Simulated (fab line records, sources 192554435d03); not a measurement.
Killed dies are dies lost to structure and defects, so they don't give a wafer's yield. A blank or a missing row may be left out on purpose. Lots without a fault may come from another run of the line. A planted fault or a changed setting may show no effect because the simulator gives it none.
fab line records | flow n5_finfet
record lots=5 wafers=15 last_day=16
route steps=1938 shown BEOL_M8@1383 BEOL_M9@1401
lots that met no fault: from a run of the same line without faults
start_h: hours from the record's first day to the start of the lot's first wafer shown | wait_h: hours since the lot's step before | " the same as in the row above | L1.1+2: a row that stands for several wafers | - no value, or no start given | * or withheld: withheld | < > ~ a bound
route shown NAME@n: a module of which the file shows steps, and the number in the route of the first | usual: mean/standard deviation of fault-free wafers | same: alike in all rows | chamber/n: place in a boat | sites: the reading at each site | _std_site: their standard deviation | _edge_site: outer sites' mean less inner sites' | radius_mm: how far each site lies from the wafer's centre | mask NAME#n: copy n | behind: the tool/chamber that last shaped the wafer | hold: why the lot was held/for how many hours/how that ended | device: the transistor (n, p or np) that didn't switch | end of line: the same wafers' tests at the end of the route | a step without rows: its recipe alone | killed: dies lost to structure and defects at the first sort, not the wafer's yield | map: a wafer's dies, x killed, . not, _ none there
set.NAME: the setting as run; set.NAME@STEP: as run at that earlier step | model.NAME: the simulator's own value behind a step, which no gauge read
lots at some steps of the route; a table a step, a row a wafer
services: from which hour (start_h, from the record's first day; less than 0 if before it) a tool's chamber was out of use, for how many hours, and why
## steps
# step N5_BEOL_M8_PRECLEAN_42
# recipe chemistry=residue_remover time_s=60 temp_c=40
# columns lot.wafer tool chamber start_h wait_h
L074.1+4+6 wet_bench-03 1,2,5 210.13 0.0
L076.3+4+6 wet_bench-03 2,4,5 212.23 0.0
L088.3+5+6 wet_bench-02 0,1,5 291.59 0.0
L094.1+3+6 wet_bench-05 3,2,4 319.71 0.0
L092.1+3+5 wet_bench-03 1,2,4 327.06 0.0
# step N5_BEOL_M8_SRD_43
# recipe time_s=30 temp_c=23 rinse_liquid=diw dry=ipa_marangoni
# columns lot.wafer tool chamber start_h wait_h
L074.1+4+6 wet_bench-03 1,2,5 210.15 0.0
L076.3+4+6 wet_bench-03 2,4,5 212.25 0.0
L088.3+5+6 wet_bench-02 0,1,5 291.61 0.0
L094.1+3+6 wet_bench-05 3,2,4 319.73 0.0
L092.1+3+5 wet_bench-03 1,2,4 327.08 0.0
# step N5_BEOL_M8_CD_MEAS_35
# recipe target_cd_nm=40 polarity=opening
# usual cd_nm=39.7/0.64
# columns lot.wafer tool chamber start_h wait_h cd_nm
L074.1 cd_sem-01 - 210.19 0.0 39.1
L074.4 " - " " 40.0
L074.6 " - " " 38.8
L076.3 cd_sem-03 - 212.29 0.0 40.5
L076.4 " - " " 40.0
L076.6 " - " " 40.2
L088.3 cd_sem-02 - 291.65 0.0 39.8
L088.5 " - " " 39.2
L088.6 " - " " 39.9
L094.1 cd_sem-02 - 319.77 0.0 39.9
L094.3 " - " " 39.5
L094.6 " - " " 39.3
L092.1 cd_sem-02 - 327.12 0.0 38.5
L092.3 " - " " 40.6
L092.5 " - " " 40.0
# step N5_BEOL_M8_CURE_75
# recipe temp_c=370 time_s=120 ambient=DMADMS/He material=SiCOH_lowk
# usual lamp_power_pct=52.32/0.059 wafer_temp_C_max=371.7/0.69
# columns lot.wafer tool chamber start_h wait_h lamp_power_pct wafer_temp_C_max
L074.1 uv_cure-02 2 210.23 0.0 52.27 371.0
L074.4 " 2 " " 52.39 370.9
L074.6 " 2 " " 52.31 371.3
L076.3 uv_cure-01 0 212.43 0.1 52.36 371.0
L076.4 " 0 " " 52.24 371.2
L076.6 " 0 " " 52.31 371.4
L088.3 uv_cure-02 1 291.79 0.1 52.25 371.3
L088.5 " 1 " " 52.38 371.5
L088.6 " 1 " " 52.35 371.9
L094.1 uv_cure-03 0 319.81 0.0 52.35 372.8
L094.3 " 0 " " 52.34 371.9
L094.6 " 0 " " 52.31 371.9
L092.1 uv_cure-03 0 327.55 0.4 52.34 372.3
L092.3 " 0 " " 52.29 372.6
L092.5 " 0 " " 52.26 372.8
# step N5_BEOL_M8_DEGAS_44
# recipe ambient=vacuum temp_c=250 time_s=60
# usual heater_power_w=359/39
# columns lot.wafer tool chamber start_h wait_h heater_power_w
L074.1 pvd_sputter-02 - 210.79 0.5 365
L074.4 " - " " 342
L074.6 " - " " 421
L076.3 pvd_sputter-01 - 212.83 0.4 269
L076.4 " - " " 315
L076.6 " - " " 348
L088.3 pvd_sputter-01 - 294.45 2.6 320
L088.5 " - " " 374
L088.6 " - " " 337
L094.1 pvd_sputter-02 - 320.52 0.7 406
L094.3 " - " " 345
L094.6 " - " " 408
L092.1 pvd_sputter-02 - 328.71 1.1 322
L092.3 " - " " 367
L092.5 " - " " 403
# step N5_BEOL_M8_PRE_CLEAN_45
# recipe gas=H2/He time_s=30 temp_c=250
# usual heater_power_w=359/40
# columns lot.wafer tool chamber start_h wait_h heater_power_w
L074.1 pvd_sputter-02 - 210.83 0.0 367
L074.4 " - " " 347
L074.6 " - " " 412
L076.3 pvd_sputter-01 - 212.87 0.0 272
L076.4 " - " " 328
L076.6 " - " " 331
L088.3 pvd_sputter-01 - 294.49 0.0 320
L088.5 " - " " 367
L088.6 " - " " 339
L094.1 pvd_sputter-02 - 320.56 0.0 407
L094.3 " - " " 343
L094.6 " - " " 409
L092.1 pvd_sputter-02 - 328.75 0.0 316
L092.3 " - " " 364
L092.5 " - " " 410
# step N5_BEOL_M8_ALD_77
# recipe material=TaN target_thk_a=20 temp_c=275 ald_precursor_family=PDMAT ald_co_reactant=NH3 pressure_torr=3 carrier_flow_sccm=1500 pulse_time_s=2 purge_time_s=3 co_reactant_purge_time_s=2 co_reactant_pulse_time_s=3 ald_cycles=40 precursor_vessel_temp_c=75 precursor_vessel_pressure_torr=26.25 precursor_vessel_carrier_sccm=1000
# usual heater_power_w=434/45 precursor_vessel_temp_c=75.01/0.13
# columns lot.wafer tool chamber start_h wait_h heater_power_w precursor_vessel_temp_c
L074.1 ald_metal-02 2 210.89 0.0 476 75.22
L074.4 " 3 " " 443 75.13
L074.6 " 3 " " 434 75.13
L076.3 ald_metal-02 2 213.11 0.2 473 74.98
L076.4 " 0 " " 445 74.91
L076.6 " 2 " " 481 75.05
L088.3 ald_metal-03 2 294.55 0.0 392 75.00
L088.5 " 1 " " 396 75.02
L088.6 " 0 " " 486 75.34
L094.1 ald_metal-02 0 320.64 0.1 444 75.08
L094.3 " 1 " " 390 75.03
L094.6 " 3 " " 450 75.06
L092.1 ald_metal-02 0 328.81 0.0 441 75.15
L092.3 " 3 " " 432 74.92
L092.5 " 0 " " 443 74.88
# step N5_BEOL_M8_SURFACE_TREAT_79
# recipe gas=Ar time_s=* ion_energy_ev=* ion_current_ma_cm2=0.5 pressure_mtorr=* ar_flow_sccm=30
# usual throttle_valve_pct=*
# columns lot.wafer tool chamber start_h wait_h throttle_valve_pct
L074.1 pvd_sputter-03 - 211.49 0.5 *
L074.4 " - " " *
L074.6 " - " " *
L076.3 pvd_sputter-01 - 213.49 0.2 *
L076.4 " - " " *
L076.6 " - " " *
L088.3 pvd_sputter-01 - 294.95 0.3 *
L088.5 " - " " *
L088.6 " - " " *
L094.1 pvd_sputter-02 - 320.92 0.2 *
L094.3 " - " " *
L094.6 " - " " *
L092.1 pvd_sputter-01 - 329.09 0.2 *
L092.3 " - " " *
L092.5 " - " " *
# step N5_BEOL_M8_CVD_78
# recipe material=Co target_thk_a=20 temp_c=withheld precursor=CCTBA/H2 pressure_torr=30 time_s=142.3
# columns lot.wafer tool chamber start_h wait_h
L074.1+4+6 cvd_co-01 1,1,2 211.73 0.2
L076.3+4+6 cvd_co-02 2,2,0 213.65 0.1
L088.3+5+6 cvd_co-02 2,2,1 295.01 0.0
L094.1+3+6 cvd_co-02 2,0,1 321.00 0.1
L092.1+3+5 cvd_co-02 1,0,1 329.19 0.1
# step N5_BEOL_M8_SPUTTER_48
# recipe material=Cu target_thk_a=100 temp_c=-20 bias_v=60 power_w=26000 chamber_pressure_pa=0.13 time_s=1.667
# usual cathode_dc_power_W=25999/5 throttle_valve_pct=30.3/1.4
# columns lot.wafer tool chamber start_h wait_h cathode_dc_power_W throttle_valve_pct
L074.1 pvd_sputter-03 - 211.91 0.1 25999 29.9
L074.4 " - " " 25999 32.1
L074.6 " - " " 26000 31.8
L076.3 pvd_sputter-01 - 213.85 0.2 25998 29.3
L076.4 " - " " 26002 28.9
L076.6 " - " " 26005 30.9
L088.3 pvd_sputter-01 - 295.19 0.1 26001 28.8
L088.5 " - " " 26002 30.8
L088.6 " - " " 26002 28.6
L094.1 pvd_sputter-02 - 321.32 0.3 25998 30.4
L094.3 " - " " 25997 30.4
L094.6 " - " " 26001 30.5
L092.1 pvd_sputter-03 - 329.30 0.1 26007 31.8
L092.3 " - " " 25994 32.9
L092.5 " - " " 25996 32.9
# step N5_BEOL_M8_ECD_50
# recipe material=Cu target_thk_a=3000
# columns lot.wafer tool chamber start_h wait_h
L074.1+4+6 ecd_cu-01 1,1,0 212.02 0.1
L076.3+4+6 ecd_cu-01 0,1,0 213.99 0.1
L088.3+5+6 ecd_cu-02 0,1,0 295.33 0.1
L094.1+3+6 ecd_cu-02 0,1,0 321.44 0.1
L092.1+3+5 ecd_cu-02 1 329.42 0.1
# step N5_BEOL_M8_ANNEAL_51
# recipe temp_c=225 time_s=90 ambient=N2
# usual wafer_temp_C_max=226.02/0.24
# columns lot.wafer tool chamber start_h wait_h wafer_temp_C_max
L074.1 rtp_anneal-02 0 212.75 0.7 225.65
L074.4 " 0 " " 225.75
L074.6 " 0 " " 225.69
L076.3 rtp_anneal-01 0 214.15 0.1 226.21
L076.4 " 0 " " 226.07
L076.6 " 0 " " 226.25
L088.3 rtp_anneal-02 0 295.58 0.2 226.96
L088.5 " 0 " " 226.11
L088.6 " 0 " " 226.01
L094.1 rtp_anneal-02 0 321.78 0.3 226.03
L094.3 " 0 " " 226.17
L094.6 " 0 " " 226.36
L092.1 rtp_anneal-01 0 329.69 0.2 226.06
L092.3 " 0 " " 226.22
L092.5 " 0 " " 225.98
# step N5_BEOL_M8_CMP_52
# recipe stop_on=SiCOH_lowk t_overpolish_s=6.9 down_force_psi=1 platen_rpm=50 clearing_platen_down_force_psi=1.5 clearing_platen_rpm=50 post_cmp_clean=cu_alkaline target_thk_nm=80 clearing_platen_pad_velocity_m_s=0.99484 pad_velocity_m_s=0.99484
# usual barrier_field_endpoint_s=29.1/0.97 edge_zone_pressure_frac=1.000/0.0047 motor_current_A=5.8/0.48 overpolish_run_s=6.901/0.0094 retaining_ring_pressure_frac=1.000/0.0046 slurry_flow_ml_min=149.9/0.45 time_to_endpoint_s=63/4.5
# same t_overpolish_s=6.9
# columns lot.wafer tool chamber start_h wait_h barrier_field_endpoint_s edge_zone_pressure_frac motor_current_A overpolish_run_s retaining_ring_pressure_frac slurry_flow_ml_min time_to_endpoint_s
L074.4 cmp-02 2 213.04 0.1 28.6 1.005 5.8 6.916 1.001 149.6 59
L074.1 " 3 " " 30.0 1.003 5.9 6.897 1.004 150.1 73
L074.6 " 3 " " 30.5 1.002 5.8 6.889 1.001 149.9 71
L076.3 cmp-02 2 214.44 0.2 29.1 1.001 5.4 6.893 0.999 149.4 61
L076.4 " 3 " " 31.6 0.994 5.6 6.902 1.001 149.3 73
L076.6 " 1 " " 29.1 1.003 5.3 6.906 1.002 150.2 63
L088.3 cmp-03 2 296.05 0.4 30.4 0.993 6.0 6.907 0.998 150.2 70
L088.5 " 0 " " 27.9 1.001 6.8 6.907 1.005 149.8 58
L088.6 " 1 " " 29.6 1.011 5.8 6.900 1.001 149.7 63
L094.1 cmp-02 0 322.08 0.3 28.3 1.001 6.3 6.904 0.996 149.8 61
L094.3 " 1 " " 27.9 0.998 5.2 6.902 1.001 149.9 58
L094.6 " 0 " " 28.9 0.993 6.2 6.913 0.995 150.7 62
L092.3 cmp-03 0 329.99 0.2 28.8 1.005 6.5 6.891 0.995 149.9 60
L092.1 " 3 " " 27.9 1.008 6.4 6.906 1.002 149.7 61
L092.5 " 0 " " 27.9 1.006 6.6 6.895 0.998 149.5 58
# step N5_BEOL_M8_THK_MEAS_53
# recipe thk_meas_gauge=xrf reads=Cu_of_BEOL_M8_ECD_50
# usual M8_THK=81/3.1
# columns lot.wafer tool chamber start_h wait_h M8_THK[nm]
L074.1 film_metro-01 - 213.34 - 86
L074.4 " - " " 83
L074.6 " - " " 85
L076.3 film_metro-01 - 214.66 - 82
L076.4 " - " " 84
L076.6 " - " " 79
L088.3 film_metro-02 - 296.27 - 83
L088.5 " - " " 83
L088.6 " - " " 78
L094.1 film_metro-02 - 322.37 - 80
L094.3 " - " " 80
L094.6 " - " " 82
L092.1 film_metro-02 - 330.28 - 81
L092.3 " - " " 79
L092.5 " - " " 78
# step N5_BEOL_M8_PRE_CLEAN_55
# recipe gas=NH3 time_s=15 temp_c=withheld rf_power_w=300
# columns lot.wafer tool chamber start_h wait_h
L074.1+4+6 pecvd-04 0,2,1 213.38 0.0
L076.3+4+6 pecvd-04 2,1,0 214.69 0.0
L088.3+5+6 pecvd-02 1,0,1 296.30 0.0
L094.1+3+6 pecvd-04 0,1,1 322.41 0.0
L092.1+3+5 pecvd-02 1,2,2 330.32 0.0
# step N5_BEOL_M8_DEP_56
# recipe material=SiCN target_thk_a=100 temp_c=withheld precursor=3MS/NH3 pressure_torr=3 rf_w=202 time_s=17.5
# usual showerhead_plenum_p_Torr=3.675/0.018 throttle_valve_pct=9.1/0.79
# columns lot.wafer tool chamber start_h wait_h showerhead_plenum_p_Torr throttle_valve_pct
L074.1 pecvd-04 0 213.40 0.0 3.672 10.5
L074.4 " 2 " " 3.664 8.3
L074.6 " 1 " " 3.708 8.1
L076.3 pecvd-04 2 214.72 0.0 3.669 8.4
L076.4 " 1 " " 3.709 8.2
L076.6 " 0 " " 3.666 10.4
L088.3 pecvd-02 1 296.33 0.0 3.660 9.4
L088.5 " 0 " " 3.664 9.7
L088.6 " 1 " " 3.655 9.6
L094.1 pecvd-04 0 322.43 0.0 3.664 10.7
L094.3 " 1 " " 3.707 8.2
L094.6 " 1 " " 3.704 8.1
L092.1 pecvd-02 1 330.35 0.0 3.661 9.5
L092.3 " 2 " " 3.701 8.8
L092.5 " 2 " " 3.682 8.7
# step N5_BEOL_M8_RS_MEAS_57
# recipe thk_meas_gauge=four-point-probe reads=Cu_of_BEOL_M8_ECD_50+Co_of_BEOL_M8_CVD_78+TaN_of_BEOL_M8_ALD_77
# usual M8_RS=0.283/0.013
# columns lot.wafer tool chamber start_h wait_h M8_RS[ohm/sq]
L074.1 film_metro-01 - 213.47 0.1 0.265
L074.4 " - " " 0.277
L074.6 " - " " 0.268
L076.3 film_metro-01 - 214.79 0.1 0.278
L076.4 " - " " 0.273
L076.6 " - " " 0.288
L088.3 film_metro-02 - 296.40 0.1 0.274
L088.5 " - " " 0.274
L088.6 " - " " 0.294
L094.1 film_metro-02 - 322.50 0.1 0.286
L094.3 " - " " 0.288
L094.6 " - " " 0.283
L092.1 film_metro-02 - 330.41 0.1 0.280
L092.3 " - " " 0.288
L092.5 " - " " 0.293
# step N5_BEOL_M8_INSPECT_58
# recipe inspect_instrument=darkfield mode=post_dep
# usual raw_defect_count=71/21
# columns lot.wafer tool chamber start_h wait_h raw_defect_count
L074.1 defect_inspect-02 - 213.49 0.0 48
L074.4 " - " " 41
L074.6 " - " " 49
L076.3 defect_inspect-02 - 214.81 0.0 93
L076.4 " - " " 101
L076.6 " - " " 67
L088.3 defect_inspect-01 - 296.42 0.0 130
L088.5 " - " " 79
L088.6 " - " " 111
L094.1 defect_inspect-02 - 322.53 0.0 76
L094.3 " - " " 83
L094.6 " - " " 71
L092.1 defect_inspect-01 - 330.44 0.0 88
L092.3 " - " " 75
L092.5 " - " " 49
# step N5_BEOL_M9_ILD_DEP_00
# recipe material=SiCOH_lowk target_thk_a=3085.1 temp_c=300 precursor=DEMS/porogen pressure_torr=5 rf_w=500 time_s=58
# usual heater_power_w=357/71 showerhead_plenum_p_Torr=5.740/0.015 throttle_valve_pct=13.7/0.63
# columns lot.wafer tool chamber start_h wait_h heater_power_w showerhead_plenum_p_Torr throttle_valve_pct
L074.1 pecvd-01 1 213.53 0.0 371 5.737 13.5
L074.4 " 0 " " 421 5.742 13.5
L074.6 " 0 " " 439 5.732 13.5
L076.3 pecvd-03 1 214.88 0.1 352 5.760 14.9
L076.4 " 0 " " 258 5.718 13.9
L076.6 " 0 " " 258 5.723 13.7
L088.3 pecvd-03 0 296.49 0.1 264 5.730 14.0
L088.5 " 0 " " 272 5.725 14.0
L088.6 " 2 " " 216 5.730 12.3
L094.1 pecvd-02 2 322.57 0.0 379 5.775 13.4
L094.3 " 1 " " 385 5.736 14.6
L094.6 " 2 " " 385 5.772 13.2
L092.1 pecvd-03 2 330.48 0.0 240 5.727 12.3
L092.3 " 0 " " 272 5.726 13.7
L092.5 " 0 " " 286 5.717 13.6
# step N5_BEOL_M9_CURE_71
# recipe temp_c=385 time_s=240 ambient=He/Ar material=SiCOH_lowk
# usual lamp_power_pct=52.31/0.05 wafer_temp_C_max=387.2/0.79
# columns lot.wafer tool chamber start_h wait_h lamp_power_pct wafer_temp_C_max
L074.1 uv_cure-02 0 213.64 0.1 52.27 387.6
L074.4 " 0 " " 52.31 387.5
L074.6 " 0 " " 52.27 387.2
L076.3 uv_cure-01 2 215.12 0.2 52.41 386.6
L076.4 " 2 " " 52.33 386.4
L076.6 " 2 " " 52.41 386.5
L088.3 uv_cure-02 1 296.72 0.2 52.26 387.1
L088.5 " 1 " " 52.36 386.7
L088.6 " 1 " " 52.24 386.7
L094.1 uv_cure-02 1 322.64 0.0 52.39 387.0
L094.3 " 1 " " 52.24 386.5
L094.6 " 1 " " 52.32 386.9
L092.1 uv_cure-02 0 330.58 0.1 52.37 387.4
L092.3 " 0 " " 52.31 387.9
L092.5 " 0 " " 52.35 387.7
# step N5_BEOL_M9_THK_MEAS_01
# recipe reads=SiCOH_lowk_of_BEOL_M9_ILD_DEP_00
# usual M9_ILD_THK=270/3.5
# columns lot.wafer tool chamber start_h wait_h M9_ILD_THK[nm]
L074.1 film_metro-01 - 214.15 0.4 271
L074.4 " - " " 274
L074.6 " - " " 272
L076.3 film_metro-01 - 215.47 0.3 264
L076.4 " - " " 264
L076.6 " - " " 264
L088.3 film_metro-02 - 297.08 0.3 274
L088.5 " - " " 272
L088.6 " - " " 276
L094.1 film_metro-02 - 323.16 0.4 264
L094.3 " - " " 265
L094.6 " - " " 266
L092.1 film_metro-01 - 331.58 0.8 269
L092.3 " - " " 271
L092.5 " - " " 264
# step N5_BEOL_M9_PECVD_70
# recipe material=SiO2 target_thk_a=200 temp_c=400 precursor=TEOS/O2 pressure_torr=5.5 rf_w=450 teos_flow_sccm=53.8 gas=O2 flow_sccm=3000 time_s=22.7
# usual heater_power_w=791/150 showerhead_plenum_p_Torr=8.79/0.05 throttle_valve_pct=22.2/0.93
# columns lot.wafer tool chamber start_h wait_h heater_power_w showerhead_plenum_p_Torr throttle_valve_pct
L074.1 pecvd-01 0 214.19 0.0 913 8.82 21.7
L074.4 " 1 " " 745 8.79 22.3
L074.6 " 0 " " 904 8.79 21.8
L076.3 pecvd-01 0 215.52 0.1 940 8.79 21.8
L076.4 " 1 " " 708 8.81 22.1
L076.6 " 1 " " 690 8.81 22.2
L088.3 pecvd-01 0 297.11 0.0 821 8.80 21.8
L088.5 " 0 " " 816 8.78 21.7
L088.6 " 2 " " 836 8.77 22.4
L094.1 pecvd-01 1 323.19 0.0 683 8.81 22.2
L094.3 " 0 " " 941 8.83 21.8
L094.6 " 1 " " 687 8.81 22.0
L092.1 pecvd-02 2 331.61 0.0 769 8.90 21.3
L092.3 " 0 " " 531 8.77 23.5
L092.5 " 2 " " 773 8.93 21.8
# step N5_BEOL_M9_HM_DEP_02
# recipe material=TiN target_thk_a=200 temp_c=25 chamber_pressure_pa=0.49996
# usual throttle_valve_pct=30.1/1.3
# columns lot.wafer tool chamber start_h wait_h throttle_valve_pct
L074.1 pvd_sputter-02 - 215.98 1.8 31.6
L074.4 " - " " 30.5
L074.6 " - " " 31.3
L076.3 pvd_sputter-03 - 216.33 0.8 29.7
L076.4 " - " " 32.9
L076.6 " - " " 32.0
L088.3 pvd_sputter-02 - 298.44 1.3 31.5
L088.5 " - " " 30.9
L088.6 " - " " 28.5
L094.1 pvd_sputter-01 - 325.81 2.6 29.1
L094.3 " - " " 30.8
L094.6 " - " " 29.1
L092.1 pvd_sputter-01 - 332.10 0.5 29.3
L092.3 " - " " 28.9
L092.5 " - " " 30.8
# step N5_BEOL_M9_COAT_59
# recipe resist=SOC temp_c=250 time_s=60 spin_rpm=1500 resist_thk_nm=100
# usual chill_plate_temp_C=23.02/0.1
# columns lot.wafer tool chamber start_h wait_h chill_plate_temp_C
L074.1 litho_track-02 0 216.10 0.1 23.12
L074.4 " 0 " " 22.96
L074.6 " 0 " " 23.11
L076.3 litho_track-02 0 216.45 0.1 22.70
L076.4 " 0 " " 22.71
L076.6 " 0 " " 23.03
L088.3 litho_track-02 0 298.57 0.1 22.88
L088.5 " 0 " " 23.04
L088.6 " 0 " " 22.97
L094.1 litho_track-02 0 325.94 0.1 23.09
L094.3 " 0 " " 23.13
L094.6 " 0 " " 23.20
L092.1 litho_track-02 0 332.23 0.1 22.97
L092.3 " 0 " " 23.05
L092.5 " 0 " " 22.99
# step N5_BEOL_M9_COAT_60
# recipe resist=SiARC temp_c=220 time_s=60 spin_rpm=1500 resist_thk_nm=30
# usual chill_plate_temp_C=22.99/0.11
# columns lot.wafer tool chamber start_h wait_h chill_plate_temp_C
L074.1 litho_track-02 0 - - 23.01
L074.4 " 0 " " 23.10
L074.6 " 0 " " 23.11
L076.3 litho_track-02 0 - - 22.85
L076.4 " 0 " " 22.91
L076.6 " 0 " " 22.83
L088.3 litho_track-02 0 - - 22.99
L088.5 " 0 " " 22.93
L088.6 " 0 " " 22.91
L094.1 litho_track-02 0 - - 22.90
L094.3 " 0 " " 22.84
L094.6 " 0 " " 22.91
L092.1 litho_track-02 0 - - 22.89
L092.3 " 0 " " 22.84
L092.5 " 0 " " 22.98
# step N5_BEOL_M9_COAT_05
# recipe resist=CAR-ArF spin_rpm=1500 resist_thk_nm=90
# usual chill_plate_temp_C=23.01/0.1
# columns lot.wafer tool chamber start_h wait_h chill_plate_temp_C
L074.1 litho_track-02 0 - - 23.03
L074.4 " 0 " " 22.92
L074.6 " 0 " " 23.03
L076.3 litho_track-02 0 - - 23.01
L076.4 " 0 " " 22.98
L076.6 " 0 " " 23.00
L088.3 litho_track-02 0 - - 23.00
L088.5 " 0 " " 22.88
L088.6 " 0 " " 22.93
L094.1 litho_track-02 0 - - 23.02
L094.3 " 0 " " 23.27
L094.6 " 0 " " 23.04
L092.1 litho_track-02 0 - - 23.05
L092.3 " 0 " " 22.96
L092.5 " 0 " " 22.89
# step N5_BEOL_M9_EBR_07
# recipe solvent=PGMEA ebr_width_mm=1.5
# usual chill_plate_temp_C=22.98/0.096
# columns lot.wafer tool chamber start_h wait_h chill_plate_temp_C
L074.1 litho_track-02 0 - - 22.93
L074.4 " 0 " " 23.10
L074.6 " 0 " " 22.93
L076.3 litho_track-02 0 - - 22.99
L076.4 " 0 " " 23.01
L076.6 " 0 " " 22.88
L088.3 litho_track-02 0 - - 22.91
L088.5 " 0 " " 22.85
L088.6 " 0 " " 23.08
L094.1 litho_track-02 0 - - 22.84
L094.3 " 0 " " 22.97
L094.6 " 0 " " 22.85
L092.1 litho_track-02 0 - - 23.15
L092.3 " 0 " " 23.03
L092.5 " 0 " " 22.88
# step N5_BEOL_M9_SOFTBAKE_06
# recipe temp_c=110 time_s=60 resist=CAR-ArF
# usual chill_plate_temp_C=23.01/0.12
# columns lot.wafer tool chamber start_h wait_h chill_plate_temp_C
L074.1 litho_track-02 0 - - 23.01
L074.4 " 0 " " 22.85
L074.6 " 0 " " 22.84
L076.3 litho_track-02 0 - - 23.15
L076.4 " 0 " " 23.04
L076.6 " 0 " " 23.23
L088.3 litho_track-02 0 - - 23.07
L088.5 " 0 " " 22.94
L088.6 " 0 " " 22.90
L094.1 litho_track-02 0 - - 22.85
L094.3 " 0 " " 22.96
L094.6 " 0 " " 23.02
L092.1 litho_track-02 0 - - 23.12
L092.3 " 0 " " 23.09
L092.5 " 0 " " 23.15
# step N5_BEOL_M9_EXPOSE_08
# recipe mask_id=M9 na=1.35 source_shape=dipole sigma_inner=0.411 sigma_outer=0.611 polarization=te dose_mj=53.75
# usual reticle_temp_C=22.99/0.1
# same na=1.35
# columns lot.wafer tool chamber start_h wait_h mask reticle_temp_C
L074.1 arfi_scanner-03 0 216.22 - M9#0 23.11
L074.4 " 0 " " M9#0 23.12
L074.6 " 0 " " M9#0 23.14
L076.3 arfi_scanner-01 0 216.71 - M9#0 22.95
L076.4 " 0 " " M9#0 22.84
L076.6 " 0 " " M9#0 22.85
L088.3 arfi_scanner-03 0 298.71 - M9#0 22.79
L088.5 " 0 " " M9#0 22.87
L088.6 " 0 " " M9#0 23.01
L094.1 arfi_scanner-01 0 326.06 - M9#0 23.14
L094.3 " 0 " " M9#0 22.94
L094.6 " 0 " " M9#0 23.02
L092.1 arfi_scanner-01 0 332.55 - M9#0 22.86
L092.3 " 0 " " M9#0 22.79
L092.5 " 0 " " M9#0 22.72
# step N5_BEOL_M9_PEB_09
# recipe peb_temp_c=withheld peb_time_s=60 resist=CAR-ArF
# usual chill_plate_temp_C=22.98/0.091
# columns lot.wafer tool chamber start_h wait_h chill_plate_temp_C
L074.1 litho_track-02 0 216.28 0.1 23.11
L074.4 " 0 " " 22.95
L074.6 " 0 " " 22.91
L076.3 litho_track-01 0 216.76 0.0 23.03
L076.4 " 0 " " 23.09
L076.6 " 0 " " 23.01
L088.3 litho_track-03 0 298.76 0.0 22.99
L088.5 " 0 " " 22.92
L088.6 " 0 " " 23.16
L094.1 litho_track-01 0 326.12 0.1 22.99
L094.3 " 0 " " 22.95
L094.6 " 0 " " 22.78
L092.1 litho_track-02 0 332.61 0.1 22.93
L092.3 " 0 " " 22.79
L092.5 " 0 " " 23.02
# step N5_BEOL_M9_DEVELOP_10
# recipe develop_time_s=30 developer=TMAH resist=CAR-ArF rinse_liquid=diw dry=air_spin dev_temp_c=23
# usual chill_plate_temp_C=22.99/0.12 developer_temp_C=22.98/0.094
# columns lot.wafer tool chamber start_h wait_h chill_plate_temp_C developer_temp_C
L074.1 litho_track-02 0 - - 23.07 23.03
L074.4 " 0 " " 23.04 22.80
L074.6 " 0 " " 23.11 23.12
L076.3 litho_track-01 0 - - 22.84 22.85
L076.4 " 0 " " 22.94 23.04
L076.6 " 0 " " 23.02 22.87
L088.3 litho_track-03 0 - - 22.70 22.88
L088.5 " 0 " " 22.78 22.91
L088.6 " 0 " " 22.64 23.04
L094.1 litho_track-01 0 - - 23.25 23.03
L094.3 " 0 " " 23.07 23.01
L094.6 " 0 " " 23.16 23.03
L092.1 litho_track-02 0 - - 23.14 22.96
L092.3 " 0 " " 23.17 22.98
L092.5 " 0 " " 23.10 23.08
# step N5_BEOL_M9_CD_MEAS_11
# recipe target_cd_nm=64.1 landing_energy_ev=500 detector=se_inlens polarity=opening
# usual cd_nm=64.0/0.77
# columns lot.wafer tool chamber start_h wait_h cd_nm
L074.1 cd_sem-03 0 216.35 - 63.8
L074.4 " 0 " " 64.3
L074.6 " 0 " " 63.8
L076.3 cd_sem-03 0 216.83 - 63.7
L076.4 " 0 " " 64.9
L076.6 " 0 " " 64.4
L088.3 cd_sem-02 0 298.83 - 64.0
L088.5 " 0 " " 64.7
L088.6 " 0 " " 63.6
L094.1 cd_sem-03 0 326.18 - 63.5
L094.3 " 0 " " 64.2
L094.6 " 0 " " 63.7
L092.1 cd_sem-02 0 332.68 - 63.4
L092.3 " 0 " " 63.5
L092.5 " 0 " " 64.4
# step N5_BEOL_M9_OVL_MEAS_12
# recipe points_per_wafer=44
# usual M9_OVL=0.7/0.78
# columns lot.wafer tool chamber start_h wait_h M9_OVL[nm]
L074.1 overlay-01 0 216.38 0.0 1.2
L074.4 " 0 " " 0.5
L074.6 " 0 " " 1.0
L076.3 overlay-01 0 216.85 0.0 1.4
L076.4 " 0 " " 2.1
L076.6 " 0 " " 1.2
L088.3 overlay-01 0 298.86 0.0 1.2
L088.5 " 0 " " 0.8
L088.6 " 0 " " 0.7
L094.1 overlay-02 0 326.22 0.0 0.4
L094.3 " 0 " " 0.1
L094.6 " 0 " " 1.1
L092.1 overlay-02 0 332.71 0.0 1.1
L092.3 " 0 " " 1.5
L092.5 " 0 " " -0.2
# step N5_BEOL_M9_INSPECT_13
# recipe mode=adi inspect_instrument=brightfield
# usual raw_defect_count=429/93
# columns lot.wafer tool chamber start_h wait_h raw_defect_count
L074.1 defect_inspect-01 - 216.40 0.0 322
L074.4 " - " " 501
L074.6 " - " " 265
L076.3 defect_inspect-02 - 216.88 0.0 489
L076.4 " - " " 380
L076.6 " - " " 568
L088.3 defect_inspect-01 - 298.88 0.0 380
L088.5 " - " " 328
L088.6 " - " " 390
L094.1 defect_inspect-02 - 326.24 0.0 605
L094.3 " - " " 511
L094.6 " - " " 393
L092.1 defect_inspect-02 - 332.73 0.0 385
L092.3 " - " " 367
L092.5 " - " " 423
## services
# columns tool chamber start_h hours kind
arfi_scanner-03 - 195.97 1.3 pm
cmp-03 - 197.97 1.2 repair
ecd_cu-02 - 199.48 1.0 repair
arfi_scanner-01 - 211.60 1.0 pm
pecvd-02 - 212.03 0.5 repair
pecvd-01 2 212.05 5.7 repair
uv_cure-01 - 216.13 1.7 repair
cvd_co-02 - 220.65 2.8 pm
pecvd-02 - 241.03 1.7 repair
ald_metal-02 - 247.65 2.8 pm
uv_cure-02 - 253.89 2.1 pm
arfi_scanner-01 - 255.02 0.4 repair
pecvd-03 1 260.96 144.4 repair
pecvd-02 0 265.03 22.1 repair
pecvd-02 - 265.85 0.7 repair
cmp-02 - 266.15 4.0 pm
pecvd-04 - 280.33 0.9 repair
pecvd-02 - 285.58 0.6 repair
arfi_scanner-01 - 299.91 1.3 pm
ald_metal-02 - 306.31 8.7 pm
uv_cure-02 - 307.17 14.6 pm
arfi_scanner-01 - 311.58 1.0 pm
wet_bench-03 - 318.19 2.5 repair
uv_cure-02 - 323.12 4.5 pm
## key
fault none
